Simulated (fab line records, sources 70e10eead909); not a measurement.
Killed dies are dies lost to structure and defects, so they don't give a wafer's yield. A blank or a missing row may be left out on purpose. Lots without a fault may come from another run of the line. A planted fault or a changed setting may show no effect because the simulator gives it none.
A struck lot beside a sound one | flow nand_harc | 15 steps out of a route of 1302
Sound: wafers L599.3, L599.4, L599.5. Struck: wafers L609.3, L609.4, L609.5. The cause comes at the end.
At each step with rows: each side's tool, then ch and its chambers, then its first start. Under that, the readings that differ: sound wafers | struck wafers | difference of the means | sigmas: that difference in standard deviations of wafers without a fault.
alike: readings whose means differ by less than 2 such deviations, and words and numbers that are the same on both sides. not compared: withheld readings, readings that some wafer has no value for, bounds like >300 that may hide the same value, and numbers for which the record gives no deviation and whose values overlap.
The two part at a step that has a row with sigmas, a row that says differs or no value, or rows on one side only. Numbers that don't overlap but have no deviation are shown without sigmas and don't part them. A reading that every wafer of one side lacks parts them only if that side has two wafers or more.

first, 4 steps without rows for these wafers: NHARC_THIN_TSV_EBR_08; NHARC_THIN_TSV_EXPOSE_09 (exposes mask TSV); NHARC_THIN_TSV_PEB_10 (peb time 85 s); NHARC_THIN_TSV_DEVELOP_11 (time 70 s).
NHARC_THIN_TSV_CD_MEAS_12: target cd 1000 nm.
  sound on cd_sem-03 ch 0, day 25 19:48; struck on cd_sem-02 ch 0, day 29 06:38
  alike: cd_nm
then, 1 step without rows for these wafers: NHARC_THIN_TSV_HARDBAKE_13 (time 80 s).
NHARC_THIN_TSV_DESCUM_14: chemistry O2, time 3 s.
  sound on rie_diel-10 ch 0,1,3, day 25 19:58; struck on rie_diel-07 ch 0,2,3, day 29 06:47
  alike: drypump_motor_current_A, oes_product_au, rf_vpp_V, showerhead_plenum_p_Torr, throttle_valve_pct
  not compared: rf_hours_counter_h
NHARC_THIN_TSV_ETCH_44: etches the open film in CF4/O2, target depth 1594.2 nm, time 797.1 s.
  sound on rie_diel-10 ch 0,1, day 25 20:02; struck on rie_diel-07 ch 0,1,3, day 29 06:59
  alike: drypump_motor_current_A, oes_product_au, rf_vpp_V, showerhead_plenum_p_Torr, throttle_valve_pct
  not compared: rf_hours_counter_h
NHARC_THIN_TSV_ETCH_15: target depth 3000 nm, bosch target overetch cycles 2, bosch etch step 2.8 s.
  sound on rie_si-06 ch 0,1,2, day 25 20:37; struck on rie_si-05 ch 1,3, day 29 07:27
  alike: drypump_motor_current_A
  not compared: rf_hours_counter_h
NHARC_THIN_TSV_CD_MEAS_16:
  sound on cd_sem-02, day 25 20:46; struck on cd_sem-02, day 29 07:37
  alike: cd_nm
NHARC_THIN_TSV_STRIP_45: strips in O2.
  sound on plasma_asher-02 ch 0,1, day 25 20:55; struck on plasma_asher-02 ch 0,1, day 29 07:47
  alike: drypump_motor_current_A, heater_power_w
  not compared: rf_hours_counter_h
then, 1 step without rows for these wafers: NHARC_THIN_TSV_STRIP_46 (strips in post etch residue remover, time 1200 s).
NHARC_THIN_TSV_DEP_47: deposits SiO2, target thk 200 nm.
  sound on pecvd-04 ch 0,1,2, day 25 21:44; struck on pecvd-02 ch 0,1, day 29 08:29
  no value came back on the struck wafers for chamber_pressure_Torr (Torr), flow_sccm (sccm), throttle_valve_pct (%); on the sound wafers chamber_pressure_Torr (Torr) reads 6.501 6.486 6.504
NHARC_THIN_TSV_ETCHBACK_48: etches the open film in C4F8/Ar, target depth 1028.5 nm, time 405.17 s.
  sound on rie_diel-11 ch 0,2, day 25 22:07; struck on rie_diel-10 ch 1,3, day 29 08:53
  alike: oes_product_au, rf_vpp_V
  not compared: rf_hours_counter_h
NHARC_END_SORT_01:
  sound on prober-02 ch 0, day 26 12:26; struck on prober-01 ch 0, day 30 02:14
  reading                  | sound          | struck                                                               | difference                   | sigmas
  hold                     | - - -          | await_dispo/9.1h/scrap await_dispo/9.1h/scrap await_dispo/9.1h/scrap | no value on the sound wafers |
  defect_limited_yield (%) | 90.4 91.6 91.4 | 0 0 0                                                                | -91                          | -31
  killed_at_other          | 0 0 0          | 621 611 628                                                          | +620                         | +99 or more
  killed_dies              | 65 57 58       | 677 677 677                                                          | +617                         | +31
  alike: killed_at_array, killed_at_periphery, killed_open, killed_short

WHERE THEY PART
First at NHARC_THIN_TSV_DEP_47; last, within this record, at NHARC_END_SORT_01.

WHY: what the simulator had put in
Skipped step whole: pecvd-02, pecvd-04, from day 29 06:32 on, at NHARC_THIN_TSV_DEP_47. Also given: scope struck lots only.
